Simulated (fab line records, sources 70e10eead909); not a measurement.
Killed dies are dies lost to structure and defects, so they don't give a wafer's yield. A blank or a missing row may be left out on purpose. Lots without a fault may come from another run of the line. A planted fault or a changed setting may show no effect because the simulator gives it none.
Chamber matching | flow nand_harc | NHARC_P_CONTACT_ALD_22 on ald_metal-01: 4 sister chambers
The step deposits TiN, target thk 3 nm, pulse time 1 s, ald cycles 150. 8 wafers are shown with their chamber, then 10 later ones without.

WAFERS WITH THEIR CHAMBER
wafer  | chamber | heater_power_w (W) | heater_power_outer_w (W)
L087.1 | 0       | 1011               | 687
L088.5 | 2       | 1118               | 710
L088.6 | 1       | 1106               | 741
L090.1 | 2       | 1105               | 701
L090.3 | 0       | 1016               | 684
L090.6 | 3       | 1212               | 761
L091.2 | 3       | 1221               | 754
L091.4 | 1       | 1111               | 745

WAFERS WITHOUT THEIR CHAMBER
wafer  | heater_power_w (W) | heater_power_outer_w (W)
L091.6 | 1005               | 675
L094.1 | 1227               | 771
L094.4 | 1120               | 760
L094.5 | 1111               | 694
L095.1 | 1094               | 765
L095.5 | 1232               | 777
L095.6 | 989                | 669
L097.1 | 1090               | 696
L097.3 | 1091               | 750
L097.6 | 1100               | 679

WHICH CHAMBER EACH WENT THROUGH
wafer  | from the rows above | in truth
L091.6 | 0                   | 0
L094.1 | 3                   | 3
L094.4 | 1                   | 1
L094.5 | 2                   | 2
L095.1 | 1                   | 1
L095.5 | 3                   | 3
L095.6 | 0                   | 0
L097.1 | 2                   | 2
L097.3 | 1                   | 1
L097.6 | 2                   | 2
Placed correctly: 10 of 10. Can't be placed from these rows: 0. Placed wrongly: 0.
How it was worked out, from the rows above alone: a wafer's distance from a chamber is the root of the sum, over the readings, of the square of ((its reading less the chamber's mean) divided by the reading's scatter). The wafer belongs to the nearest chamber; if the next one is less than 2 further off, it can't be placed. A chamber's mean is the mean of its shown wafers. The scatter: the root of (the sum of the squares of (reading less its chamber's mean) over the shown wafers, divided by (wafers less chambers)).
